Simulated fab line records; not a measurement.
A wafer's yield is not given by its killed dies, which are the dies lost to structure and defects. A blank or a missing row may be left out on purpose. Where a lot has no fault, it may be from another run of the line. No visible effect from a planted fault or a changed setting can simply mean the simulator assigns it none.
Comparing a struck lot with a sound one	flow nand_harc	11 steps out of a route of 1302
Sound: these wafers, L778.1, L778.2, L778.4. Struck: wafer L793.6 (L793.4, L793.5, from the same lot, were not struck and are left out); the cause is given at the end.
Per side, at each step with rows, come the tool, then ch with its chambers, and then its first start. Under that, the readings that differ: sound wafers	struck wafers	difference of the means	sigmas: that difference in standard deviations of wafers without a fault.
alike: words and numbers the same on both sides, and readings whose means are apart by under 2 such deviations; not compared: readings that were withheld, readings missing a value for some wafer, numbers with overlapping values and no deviation given by the record, and bounds like >300 which may hide the same value.
Wherever a step has rows on one side only, a row that says differs or no value, or a row with sigmas, the two part there. Numbers that have no deviation but don't overlap get no sigmas and don't part them. A reading missing from all wafers of one side parts the sides only when that side holds two or more wafers.

first, 1 step without rows for these wafers: NHARC_A_WL_FILL_CVD_23 (deposits poly-Si, target thk 40 nm, time 800 s).
NHARC_A_WL_FILL_ETCHBACK_26: etches the open film in HBr, target depth 52 nm, time 13.3 s.
  sound on rie_si-01 ch 1,3, day 21 10:22; struck on rie_si-02 ch 1, day 27 05:01
  alike: drypump_motor_current_A, oes_product_au, throttle_valve_pct
  not compared: rf_hours_counter_h
then, 2 steps without rows for these wafers: NHARC_A_WL_FILL_PRECLEAN_30 (cleans in dHF, time 10 s); NHARC_A_WL_FILL_SRD_14.
NHARC_A_WL_FILL_ALD_19: deposits TiN, target thk 2 nm, pulse time 3 s, ald cycles 100.
  sound on ald_metal-04 ch 1,2,3, day 21 10:41; struck on ald_metal-02 ch 1, day 27 05:17
  alike: heater_power_w, precursor_pulse_height_rel
NHARC_A_WL_FILL_CVD_20: deposits W, target thk 100 nm, time 74 s.
  sound on cvd_w-02 ch 0,1; struck on cvd_w-01 ch 1
  alike: heater_power_w, throttle_valve_pct
NHARC_A_WL_FILL_CMP_12: polishes, t overpolish 30 s, target thk 100 nm.
  sound on cmp-04 ch 0,2,3, day 21 11:04; struck on cmp-04 ch 0, day 27 05:48
  alike: motor_current_A, overpolish_run_s, retaining_ring_pressure_frac, time_to_endpoint_s
after that, 1 step had no rows for these wafers: NHARC_A_WL_FILL_SRD_31.
NHARC_A_WL_FILL_INSPECT_15:
  sound on defect_inspect-02, day 21 11:34; struck on defect_inspect-01, day 27 06:14
  alike: raw_defect_count
NHARC_A_CONTACT_DEP_24: deposits SiO2, target thk 500 nm.
  sound on pecvd-01 ch 0,2, day 21 11:38; struck on pecvd-03 ch 0, day 27 06:29
reading	sound	struck	difference	sigmas
mfc_precursor_sccm (sccm)	160.5 161.5 161.3	167.5	+6.4	+14
  alike: heater_power_w, throttle_valve_pct
-- record jumps: 3 days between struck wafers' starts before vs after; left off in module A_CONTACT, resumes in module END, first step shown is number 1302 of the route --
NHARC_END_SORT_01:
  sound on prober-01 ch 0, day 24 20:23; struck on prober-02 ch 0, day 30 15:43
reading	sound	struck	difference	sigmas
killed_short	3 6 6	1	-4	-2
  alike: killed_at_array, killed_at_other, killed_at_periphery, killed_dies, killed_open

## WHERE THEY PART
First at NHARC_A_CONTACT_DEP_24; last, within this record, at NHARC_END_SORT_01.

WHY: whatever the simulator had introduced
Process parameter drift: pecvd-03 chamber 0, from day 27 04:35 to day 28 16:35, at NHARC_A_CONTACT_DEP_24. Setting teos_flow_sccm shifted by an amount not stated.
